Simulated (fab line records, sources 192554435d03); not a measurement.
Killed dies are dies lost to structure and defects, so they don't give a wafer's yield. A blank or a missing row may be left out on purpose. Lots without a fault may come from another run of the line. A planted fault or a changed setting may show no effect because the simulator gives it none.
Split-lot experiment | flow n5_finfet | 7 lots, 21 wafers read, on a route of 1938 steps

THE SPLIT
At N5_BEOL_M5_ETCH_41 (etches SiCN in CH3F/O2, target depth 31.5 nm, time 56.7 s), the setting source_w was moved away from the recipe's 395 W on 11 of the 21 wafers read, by -7.4% to +15.1%. The other wafers ran this setting at the recipe's value.

The reading is taken at the split's own step.

THE READING
rf_vpp_V, in V, at N5_BEOL_M5_ETCH_41 (etches SiCN in CH3F/O2, target depth 31.5 nm, time 56.7 s). Fault-free wafers of this fab line usually give 297.5 V, standard deviation 1.7 V.

wafer  | tool, chamber at the split | source_w as run, W | against the recipe | rf_vpp_V, V | against lot-mates on the recipe
L077.1 | rie_diel-01, 3             | 365.6              | -7.4%              | 304.8       | +7.0
L077.4 | rie_diel-01, 2             | 365.6              | -7.4%              | 304.1       | +6.3
L077.6 | rie_diel-01, 1             | 395                | recipe             | 297.8       | -
L079.2 | rie_diel-05, 3             | 395                | recipe             | 300.4       | -
L079.4 | rie_diel-05, 1             | 413                | +4.6%              | 291.7       | -8.3
L079.5 | rie_diel-05, 2             | 395                | recipe             | 299.6       | -
L088.1 | rie_diel-05, 3             | 454.6              | +15.1%             | 285.5       | -10.6
L088.5 | rie_diel-05, 1             | 395                | recipe             | 296.1       | -
L088.6 | rie_diel-05, 0             | 454.6              | +15.1%             | 281.9       | -14.2
L095.2 | rie_diel-05, 1             | 395                | recipe             | 294.6       | -
L095.5 | rie_diel-05, 0             | 432.6              | +9.5%              | 283.8       | -10.8
L095.6 | rie_diel-05, 3             | 432.6              | +9.5%              | 291.8       | -2.8
L094.1 | rie_diel-01, 0             | 395                | recipe             | 300.3       | -
L094.3 | rie_diel-01, 2             | 395                | recipe             | 298.1       | -
L094.4 | rie_diel-01, 2             | 395                | recipe             | 296.6       | -
L089.1 | rie_diel-01, 2             | 425.6              | +7.7%              | 290.0       | -6.8
L089.2 | rie_diel-01, 1             | 395                | recipe             | 296.8       | -
L089.6 | rie_diel-01, 0             | 425.6              | +7.7%              | 292.3       | -4.5
L092.1 | rie_diel-05, 2             | 368.5              | -6.7%              | 305.7       | +9.8
L092.2 | rie_diel-05, 1             | 395                | recipe             | 295.9       | -
L092.4 | rie_diel-05, 0             | 368.5              | -6.7%              | 301.9       | +6.0

THE FIT
A straight line over all 21 wafers: rf_vpp_V changes by -0.935 V for each +1% of source_w; r = -0.95; the points scatter about the line by 2.2 V.
The same after taking each lot's own level away (the mean of its wafers on the recipe; 21 wafers): -0.866 V for each +1%; r = -0.94; scatter 2.2 V.
On that fit, the largest move of source_w shifts the reading by 13 V.
The lots' own levels span 294.60 to 300.00 V, that is 3.2 times the standard deviation above.
So the lot-to-lot level changes the slope little: the two slopes agree.
Check: with one of the wafers moved furthest among these (+15.1%) left out of the fit, the line predicts -13.4 V for it against its lot-mates. It came out at -10.6 V against them.
Tool readings at the split's step, against how far the setting was moved: rf_vpp_V r = -0.95.

OTHER SPLITS ON THESE WAFERS
These wafers also went through other splits before the reading. Each is held against what the fit with the lots' levels taken away leaves over:
other split on the same wafers   | wafers away from the commonest value | r with rf_vpp_V (lot level and that fit taken away)
N5_BEOL_M5_TRENCH_ETCH_37 bias_w | 11                                   | -0.27

THE FILE'S OWN FIT
rf_vpp_V changes by -0.871 V for each +1% of source_w, r = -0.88.
